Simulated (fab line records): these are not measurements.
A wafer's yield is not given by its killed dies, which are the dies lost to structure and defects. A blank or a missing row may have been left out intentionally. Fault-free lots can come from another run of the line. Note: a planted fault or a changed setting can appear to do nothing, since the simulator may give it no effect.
Which tool is to blame? ; flow nand_harc ; 24 lots, 72 wafers sampled, at 4 steps of a route of 1302

== WHAT THE GAUGES READ, wafer by wafer ==
NHARC_P_BONDPAD_INSPECT_23.
lot;measured;on;raw_defect_count
L074;day 6 23:28;defect_inspect-02;408 312 359
L075;day 7 01:47;defect_inspect-01;237 291 307
L076;day 7 13:32;defect_inspect-02;233 603 459
L077;day 7 22:28;defect_inspect-02;275 239 324
L078;day 8 11:43;defect_inspect-01;543 171 354
L079;day 8 21:57;defect_inspect-01;253 304 279
L080;day 9 03:31;defect_inspect-02;324 485 461
L081;day 9 21:01;defect_inspect-02;705 323 487
L082;day 10 03:19;defect_inspect-02;405 233 179
L083;day 10 11:07;defect_inspect-02;161 205 232
L084;day 11 03:43;defect_inspect-02;570 460 442
L085;day 11 12:29;defect_inspect-02;417 421 489
L086;day 11 18:55;defect_inspect-02;212 373 173
L087;day 11 22:26;defect_inspect-02;225 369 546
L088;day 12 22:12;defect_inspect-02;229 286 528
L089;day 12 22:45;defect_inspect-02;270 265 186
L090;day 13 15:42;defect_inspect-02;240 259 305
L091;day 14 02:47;defect_inspect-02;498 624 322
L092;day 14 05:40;defect_inspect-02;252 404 369
L093;day 14 17:08;defect_inspect-02;435 395 386
L094;day 15 07:07;defect_inspect-02;380 271 238
L095;day 15 14:05;defect_inspect-01;463 431 444
L096;day 15 18:43;defect_inspect-02;299 314 446
L097;day 16 08:22;defect_inspect-01;234 300 268

NHARC_A_START_INSPECT_01.
lot;measured;on;raw_defect_count
L074;day 6 23:56;defect_inspect-01;5 3 4
L075;day 7 02:15;defect_inspect-01;3 4 4
L076;day 7 14:00;defect_inspect-02;2 4 7
L077;day 7 22:55;defect_inspect-01;2 1 2
L078;day 8 12:11;defect_inspect-01;2 3 5
L079;day 8 22:25;defect_inspect-02;6 6 7
L080;day 9 03:59;defect_inspect-02;2 5 1
L081;day 9 21:29;defect_inspect-02;6 2 3
L082;day 10 03:47;defect_inspect-02;8 6 1
L083;day 10 11:35;defect_inspect-02;3 5 8
L084;day 11 04:11;defect_inspect-02;2 4 3
L085;day 11 12:58;defect_inspect-02;4 3 4
L086;day 11 19:23;defect_inspect-01;2 2 5
L087;day 11 22:54;defect_inspect-01;5 6 5
L088;day 12 22:40;defect_inspect-01;4 4 3
L089;day 12 23:13;defect_inspect-02;6 5 3
L090;day 13 16:12;defect_inspect-02;3 2 3
L091;day 14 03:16;defect_inspect-01;2 4 5
L092;day 14 06:07;defect_inspect-02;6 1 3
L093;day 14 17:36;defect_inspect-01;3 4 0
L094;day 15 07:36;defect_inspect-01;5 0 3
L095;day 15 14:32;defect_inspect-02;0 0 2
L096;day 15 19:11;defect_inspect-02;4 4 0
L097;day 16 08:49;defect_inspect-02;5 4 3

NHARC_A_CHANNEL_HOLE_D1_CD_MEAS_10: target cd 100 nm.
lot;measured;on;cd_nm (nm)
L074;day 8 16:47;cd_sem-01;100.5 99.9 99.8
L075;day 8 16:38;cd_sem-03;100.6 99.6 99.7
L076;day 9 13:07;cd_sem-03;100.2 99.9 100.2
L077;day 9 14:57;cd_sem-01;100.3 100.1 100.4
L078;day 10 06:46;cd_sem-03;100.5 100.6 100.5
L079;day 10 13:26;cd_sem-01;100.3 100.5 99.9
L080;day 11 01:45;cd_sem-01;99.9 100.4 100.6
L081;day 11 20:30;cd_sem-03;100.7 99.9 100.4
L082;day 11 23:34;cd_sem-02;100.9 101.3 100.8
L083;day 12 07:38;cd_sem-02;100.7 100.4 100.2
L084;day 12 21:02;cd_sem-03;100.2 99.8 100.0
L085;day 13 05:30;cd_sem-02;100.9 100.5 100.2
L086;day 13 12:07;cd_sem-01;100.4 100.1 100.0
L087;day 13 11:42;cd_sem-03;100.3 99.9 100.3
L088;day 14 14:07;cd_sem-03;100.9 100.4 100.7
L089;day 14 13:38;cd_sem-02;100.5 100.3 100.5
L090;day 15 10:23;cd_sem-02;100.7 100.4 101.4
L091;day 15 20:01;cd_sem-03;99.5 99.9 99.9
L092;day 15 20:34;cd_sem-01;100.3 100.1 99.8
L093;day 16 14:56;cd_sem-01;100.1 100.2 100.0
L094;day 17 00:39;cd_sem-02;100.7 100.4 99.8
L095;day 17 07:02;cd_sem-03;100.1 99.4 99.9
L096;day 17 12:26;cd_sem-02;100.0 100.2 99.5
L097;day 18 07:00;cd_sem-01;100.2 99.7 100.4

== WHICH TOOL RAN EACH LOT (tool, then ch and the chambers of the sampled wafers, then the start) ==
lot;NHARC_P_BONDPAD_ETCH_12
L074;rie_diel-01 ch 0,1,2, day 6 23:28 or earlier
L075;rie_diel-01 ch 1,2,3, day 7 01:47 or earlier
L076;rie_diel-08 ch 0,1,3, day 7 13:32 or earlier
L077;rie_diel-01 ch 1,2,3, day 7 22:28 or earlier
L078;rie_diel-03 ch 1,2,3, day 8 11:43 or earlier
L079;rie_diel-03 ch 2,3, day 8 21:57 or earlier
L080;rie_diel-01 ch 0,3, day 9 03:31 or earlier
L081;rie_diel-08 ch 0,1,3, day 9 21:01 or earlier
L082;rie_diel-08 ch 0,1,2, day 10 03:19 or earlier
L083;rie_diel-01 ch 0,2,3, day 10 11:07 or earlier
L084;rie_diel-01 ch 0,1,3, day 11 03:43 or earlier
L085;rie_diel-01 ch 2,3, day 11 12:29 or earlier
L086;rie_diel-08 ch 0,2,3, day 11 18:55 or earlier
L087;rie_diel-01 ch 0,1,2, day 11 22:26 or earlier
L088;rie_diel-08 ch 1,2,3, day 12 22:12 or earlier
L089;rie_diel-01 ch 0,1,2, day 12 22:45 or earlier
L090;rie_diel-08 ch 0,1,3, day 13 15:42 or earlier
L091;rie_diel-01 ch 1,2,3, day 14 02:47 or earlier
L092;rie_diel-08 ch 0,1, day 14 05:40 or earlier
L093;rie_diel-01 ch 1,2,3, day 14 17:08 or earlier
L094;rie_diel-03 ch 0,1,2, day 15 07:07 or earlier
L095;rie_diel-08 ch 0,2,3, day 15 14:05 or earlier
L096;rie_diel-08 ch 0,2,3, day 15 18:43 or earlier
L097;rie_diel-08 ch 0,2,3, day 16 08:22 or earlier
- NHARC_P_BONDPAD_ETCH_12: etches the open film in CHF3/O2, target depth 200 nm, time 100 s.

== WHAT THE TOOLS THEMSELVES READ (means of the sampled wafers that have a number; where no wafer has one, the mark that the record gives instead) ==
NHARC_P_BONDPAD_ETCH_12.
lot;tool;drypump_motor_current_A (A);oes_product_au (a.u.);rf_vpp_V (V);showerhead_plenum_p_Torr (Torr);throttle_valve_pct (%)
L074;rie_diel-01;6.2;0.956;372.7;2.48;20.577
L075;rie_diel-01;5.8;0.926;373.1;2.52;20.565
L076;rie_diel-08;6.0;0.925;368.6;2.33;20.572
L077;rie_diel-01;5.8;0.925;373.1;2.52;20.574
L078;rie_diel-03;5.8;0.924;371.0;2.40;20.568
L079;rie_diel-03;5.6;0.921;371.5;2.48;20.573
L080;rie_diel-01;5.1;0.928;372.1;2.44;20.574
L081;rie_diel-08;6.0;0.971;369.6;2.32;20.576
L082;rie_diel-08;5.8;0.927;369.0;2.32;20.573
L083;rie_diel-01;5.5;0.967;372.1;2.48;20.572
L084;rie_diel-01;5.7;0.930;371.5;2.44;20.566
L085;rie_diel-01;5.1;0.921;373.9;2.52;20.569
L086;rie_diel-08;6.1;0.932;369.6;2.32;20.572
L087;rie_diel-01;6.2;0.974;373.0;2.48;20.570
L088;rie_diel-08;6.2;0.976;367.1;2.24;20.572
L089;rie_diel-01;6.2;0.972;373.1;2.48;20.555
L090;rie_diel-08;6.0;0.928;368.7;2.32;20.575
L091;rie_diel-01;5.8;0.924;373.1;2.52;20.573
L092;rie_diel-08;5.7;0.973;370.2;2.40;20.579
L093;rie_diel-01;5.8;0.973;373.4;2.52;20.569
L094;rie_diel-03;5.4;0.955;371.0;2.39;20.566
L095;rie_diel-08;6.1;0.922;370.0;2.32;20.582
L096;rie_diel-08;6.1;0.960;368.6;2.32;20.576
L097;rie_diel-08;6.1;0.965;368.7;2.32;20.566

== THE ANSWER, worked out from the rows above alone ==
Rule: usual is defined by the lots themselves. Put in order of their means at a reading, lots are off if they are a third of the lots or fewer, leave a main group of 4 or more, and stand apart from it by a gap of 3 or more times the standard deviation of the main group's means; of several such gaps the widest counts. Not used: any main group whose means are identical at the precision the tables above print for the reading. A lot without any number at a reading at which 4 lots or more have one is off too. The other lots that the step has rows for count as sound. After the gauges, taken in route order, come the tools' own readings; for these a lot's mean is taken, as printed above. The first step at which some lot is off is used, and at that step the reading that is off furthest; a lot without a number counts as furthest.
Nothing can be told from this: no lot is off at any reading shown.

== WHAT THE SIMULATOR HAD INSERTED ==
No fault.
